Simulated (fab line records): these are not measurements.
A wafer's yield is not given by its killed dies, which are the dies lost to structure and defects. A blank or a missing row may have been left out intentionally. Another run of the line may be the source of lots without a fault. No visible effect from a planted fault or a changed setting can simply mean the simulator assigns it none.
Matching of chambers    flow nand_harc    3 sister chambers for NHARC_A_STAIRCASE_DEP_417 on pecvd-02
The step deposits Si3N4, target thk 60 nm. 3 wafers are shown with their chamber, then 8 later ones without.

WAFERS WITH THEIR CHAMBER
wafer   chamber  heater_power_w (W)
L088.1  2        637
L088.4  0        788
L090.1  1        593

WAFERS WITHOUT THEIR CHAMBER
wafer   heater_power_w (W)
L090.4  732
L090.5  607
L093.1  848
L093.5  757
L093.6  873
L097.2  673
L097.5  684
L097.6  678

WHICH CHAMBER EACH ONE RAN IN
wafer   from the rows above           in truth
L090.4  can't be placed: 0 or 2 or 1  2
L090.5  can't be placed: 1 or 2       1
L093.1  0                             0
L093.5  can't be placed: 0 or 2       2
L093.6  0                             0
L097.2  can't be placed: 2 or 1 or 0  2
L097.5  can't be placed: 2 or 1 or 0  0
L097.6  can't be placed: 2 or 1 or 0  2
Correctly placed: 2 of 8. From these rows, 6 cannot be placed; in 6 the true chamber is one of the candidates. Number placed wrongly: 0.
How it was worked out, from the rows above alone: a wafer's distance from a chamber is the root of the sum, over the readings, of the square of ((its reading less the chamber's mean) divided by the reading's scatter). The wafer belongs to the nearest chamber; if the next one is less than 2 further off, it can't be placed. Each chamber's mean is taken over the wafers shown for it. The scatter: root of mean squared gap, hidden wafer to nearest shown wafer, with one shown wafer a chamber.
